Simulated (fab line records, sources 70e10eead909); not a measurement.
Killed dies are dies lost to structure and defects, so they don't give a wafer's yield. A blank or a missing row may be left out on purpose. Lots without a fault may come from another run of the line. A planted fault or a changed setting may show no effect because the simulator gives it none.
Chamber matching | flow nand_harc | NHARC_P_M0_DEP_32 on pecvd-01: 3 sister chambers
The step deposits SiCN, target thk 30 nm. 6 wafers are shown with their chamber, then 7 later ones without.

WAFERS WITH THEIR CHAMBER
wafer  | chamber | heater_power_w (W)
L090.5 | 0       | 485
L091.2 | 0       | 580
L091.4 | 1       | 520
L091.5 | 2       | 576
L095.1 | 2       | 536
L095.3 | 1       | 543

WAFERS WITHOUT THEIR CHAMBER
wafer  | heater_power_w (W)
L095.5 | 553
L095.2 | 493
L095.4 | 539
L095.6 | 512
L097.4 | 585
L097.5 | 480
L097.6 | 582

WHICH CHAMBER EACH WENT THROUGH
wafer  | from the rows above          | in truth
L095.5 | can't be placed: 2 or 0 or 1 | 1
L095.2 | can't be placed: 1 or 0 or 2 | 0
L095.4 | can't be placed: 0 or 1 or 2 | 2
L095.6 | can't be placed: 1 or 0 or 2 | 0
L097.4 | can't be placed: 2 or 0 or 1 | 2
L097.5 | can't be placed: 1 or 0 or 2 | 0
L097.6 | can't be placed: 2 or 0 or 1 | 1
Placed correctly: 0 of 7. Can't be placed from these rows: 7 (the true chamber is among the candidates in 7). Placed wrongly: 0.
How it was worked out, from the rows above alone: a wafer's distance from a chamber is the root of the sum, over the readings, of the square of ((its reading less the chamber's mean) divided by the reading's scatter). The wafer belongs to the nearest chamber; if the next one is less than 2 further off, it can't be placed. A chamber's mean is the mean of its shown wafers. The scatter: the root of (the sum of the squares of (reading less its chamber's mean) over the shown wafers, divided by (wafers less chambers)).
